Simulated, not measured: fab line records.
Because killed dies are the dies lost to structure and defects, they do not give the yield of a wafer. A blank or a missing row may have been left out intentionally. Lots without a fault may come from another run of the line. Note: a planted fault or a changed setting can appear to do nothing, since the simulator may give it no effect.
Chamber matching    flow nand harc    4 sister chambers for NHARC_A_CHANNEL_FILL_D1_ALD_25 on ald hk-02
The step deposits SiOx, target thk 60 nm, pulse time 10 s, ald cycles 600. 8 wafers are shown with their chamber, then 8 later ones without.

== WAFERS WITH THEIR CHAMBER ==
wafer   chamber  heater power outer w (W)  heater power w (W)
L074.5  2        299                       515
L086.3  3        249                       453
L086.6  2        302                       513
L089.3  3        242                       464
L090.2  0        198                       404
L090.5  0        205                       394
L090.6  1        242                       434
L092.4  1        246                       438

== WAFERS WITH NO CHAMBER GIVEN ==
wafer   heater power outer w (W)  heater power w (W)
L092.2  247                       456
L092.5  249                       437
L093.1  305                       501
L093.2  254                       432
L093.5  255                       460
L095.4  239                       457
L095.5  207                       388
L095.6  250                       453

== EACH ONE'S CHAMBER ==
wafer   from the rows above      in truth
L092.2  3                        3
L092.5  1                        1
L093.1  2                        2
L093.2  1                        1
L093.5  3                        3
L095.4  3                        3
L095.5  0                        0
L095.6  can't be placed: 3 or 1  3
Placed correctly: 7 of 8. Can't be placed from these rows: 1 (the true chamber is among the candidates in 1). 0 placed wrongly.
How it was worked out, from the rows above alone: a wafer's distance from a chamber is the root of the sum, over the readings, of the square of ((its reading less the chamber's mean) divided by the reading's scatter). The wafer belongs to the nearest chamber; if the next one is less than 2 further off, it can't be placed. The mean given for a chamber averages the wafers shown for that chamber. The scatter: take each reading less its chamber's mean, square it, sum over the shown wafers, divide by the number of wafers less the number of chambers, and take the root.
